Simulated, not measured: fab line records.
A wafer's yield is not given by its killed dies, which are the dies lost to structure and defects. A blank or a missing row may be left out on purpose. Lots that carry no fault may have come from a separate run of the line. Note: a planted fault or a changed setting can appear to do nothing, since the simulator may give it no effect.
Chamber matching | flow nand_harc | NHARC_A_STAIRCASE_TRIM_20 on rie_diel-13: 4 sister chambers
The step chemistry O2, time 211.2 s. 16 wafers are shown with their chamber, then 8 later ones without.

WAFERS WITH THEIR CHAMBER
wafer  | chamber | showerhead_plenum_p_Torr (Torr) | drypump_motor_current_A (A) | rf_vpp_V (V)
L075.1 | 3       | 3.35                            | 6.1                         | 58.0
L075.3 | 0       | 3.37                            | 6.5                         | 56.7
L075.4 | 2       | 3.81                            | 6.3                         | 57.7
L074.2 | 0       | 3.37                            | 6.5                         | 57.6
L074.3 | 1       | 3.67                            | 6.4                         | 57.9
L074.4 | 3       | 3.35                            | 6.1                         | 55.8
L080.3 | 1       | 3.67                            | 6.4                         | 57.5
L080.4 | 2       | 3.80                            | 6.2                         | 58.6
L080.5 | 0       | 3.36                            | 6.5                         | 56.8
L082.1 | 0       | 3.36                            | 6.5                         | 58.4
L082.5 | 0       | 3.36                            | 6.5                         | 57.5
L082.6 | 1       | 3.66                            | 6.4                         | 58.8
L084.3 | 2       | 3.79                            | 6.3                         | 58.9
L084.4 | 1       | 3.66                            | 6.4                         | 57.1
L084.6 | 0       | 3.36                            | 6.5                         | 56.7
L085.3 | 3       | 3.34                            | 6.1                         | 57.7

SIGNATURES, as means of the wafers listed above
reading                  | chamber 0 | chamber 1 | chamber 2 | chamber 3 | scatter within a chamber
showerhead_plenum_p_Torr | 3.3633    | 3.6650    | 3.8000    | 3.3467    | 0.00645
drypump_motor_current_A  | 6.500     | 6.400     | 6.267     | 6.100     | 0.0236
rf_vpp_V                 | 57.283    | 57.825    | 58.400    | 57.167    | 0.792
Rule: a wafer lies at a distance from a chamber equal to the root of the sum of squares, over the readings, of (its reading less the chamber's mean, divided by the reading's scatter). The wafer belongs to the nearest chamber; if the next one is less than 2 further off, it can't be placed. How the scatter is found: for the shown wafers, subtract from each reading the mean of its chamber, square and add these, divide the total by (wafers less chambers), then take the root.

WAFERS MISSING THEIR CHAMBER
wafer  | showerhead_plenum_p_Torr (Torr) | drypump_motor_current_A (A) | rf_vpp_V (V)
L085.5 | 3.36                            | 6.4                         | 57.3
L085.6 | 3.66                            | 6.4                         | 57.1
L086.2 | 3.34                            | 6.1                         | 56.9
L086.4 | 3.35                            | 6.5                         | 57.2
L086.6 | 3.79                            | 6.3                         | 58.4
L093.1 | 3.33                            | 6.1                         | 56.8
L093.2 | 3.78                            | 6.3                         | 57.0
L093.4 | 3.64                            | 6.4                         | 57.7

THE CHAMBER EACH PASSED THROUGH
wafer  | from the rows above | in truth
L085.5 | 0                   | 0
L085.6 | 1                   | 1
L086.2 | 3                   | 3
L086.4 | 0                   | 0
L086.6 | 2                   | 2
L093.1 | 3                   | 3
L093.2 | 2                   | 2
L093.4 | 1                   | 1
Correct placement for 8 of the 8. Can't be placed from these rows: 0. Placed wrongly: 0.
